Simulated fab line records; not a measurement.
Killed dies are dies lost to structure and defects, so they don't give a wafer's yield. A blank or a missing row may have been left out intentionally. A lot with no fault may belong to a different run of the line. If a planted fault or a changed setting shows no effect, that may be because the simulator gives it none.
Which tool did it? + flow nandHarc + Sampling: 6 lots, 18 wafers, 5 of 1159 route steps

WHAT THE GAUGES SHOWED, per wafer
NHARC_END_SORT_01.
| lot  | measured     | on        | killedAtArray |
|------|--------------|-----------|---------------|
| L431 | day 22 15:07 | prober-02 | 35 33 34      |
| L440 | day 23 23:43 | prober-02 | 32 241 33     |

EACH LOT AND THE TOOL THAT RAN IT (in order: tool; ch and the chambers of the sampled wafers; start)
| lot  | NHARC_A_CONTACT_ETCH_132           | NHARC_A_CONTACT_ETCH_106          | NHARC_A_CONTACT_DEP_84       | NHARC_A_CONTACT_DEP_85          |
|------|------------------------------------|-----------------------------------|------------------------------|---------------------------------|
| L421 | harCapEtch-02 ch 0,1, day 17 07:01 | rieDiel-13 ch 0,3, day 17 08:14   | aclDep-01 ch 0, day 17 08:53 | pecvd-01 ch 0,2, day 17 10:11   |
| L424 | harCapEtch-03 ch 0,1, day 18 04:56 | rieDiel-01 ch 0,3, day 18 06:10   | aclDep-02 ch 0, day 18 10:34 | pecvd-03 ch 1,2, day 18 11:52   |
| L426 | harCapEtch-01 ch 0,1, day 19 00:53 | rieDiel-04 ch 0,2, day 19 02:08   | aclDep-01 ch 0, day 19 04:07 | pecvd-03 ch 0,1, day 19 05:01   |
| L430 | harCapEtch-03 ch 0,1, day 19 07:27 | rieDiel-01 ch 0,2,3, day 19 08:50 | aclDep-02 ch 0, day 19 09:41 | pecvd-03 ch 0,1,2, day 19 10:44 |
| L431 | harCapEtch-02 ch 0,1, day 20 02:57 | rieDiel-01 ch 2,3, day 20 04:24   | aclDep-01 ch 0, day 20 07:19 | pecvd-02 ch 0,1,2, day 20 08:15 |
| L440 | harCapEtch-01 ch 0,1, day 21 11:47 | rieDiel-13 ch 1,2,3, day 21 13:00 | aclDep-02 ch 0, day 21 14:16 | pecvd-02 ch 1,2, day 21 15:35   |
- NHARC_A_CONTACT_ETCH_132: etches the open film in C4F8/O2/Ar, time 156 s, target depth 958 nm.
- NHARC_A_CONTACT_ETCH_106: etches the open film in CF4/O2, target depth 60 nm, overetch 6 nm, time 33 s.
- NHARC_A_CONTACT_DEP_84: deposits aC, target thk 2000 nm.
- NHARC_A_CONTACT_DEP_85: deposits SiON, target thk 50 nm.

THE ANSWER, worked out from the rows above alone
Rule: the usual values come from the lots themselves. Put in order of their means at a reading, lots are off if they are a third of the lots or fewer, leave a main group of 4 or more, and stand apart from it by a gap of 3 or more times the standard deviation of the main group's means; of several such gaps the widest counts. A main group whose means are all the same, to the digits that the tables above print for the reading, isn't used. Also off: a lot with no number at a reading for which 4 or more lots have one. The other lots that the step has rows for count as sound.
No lot is off on any of the readings shown, so nothing can be concluded from this.

WHAT THE SIMULATOR HAD INSERTED
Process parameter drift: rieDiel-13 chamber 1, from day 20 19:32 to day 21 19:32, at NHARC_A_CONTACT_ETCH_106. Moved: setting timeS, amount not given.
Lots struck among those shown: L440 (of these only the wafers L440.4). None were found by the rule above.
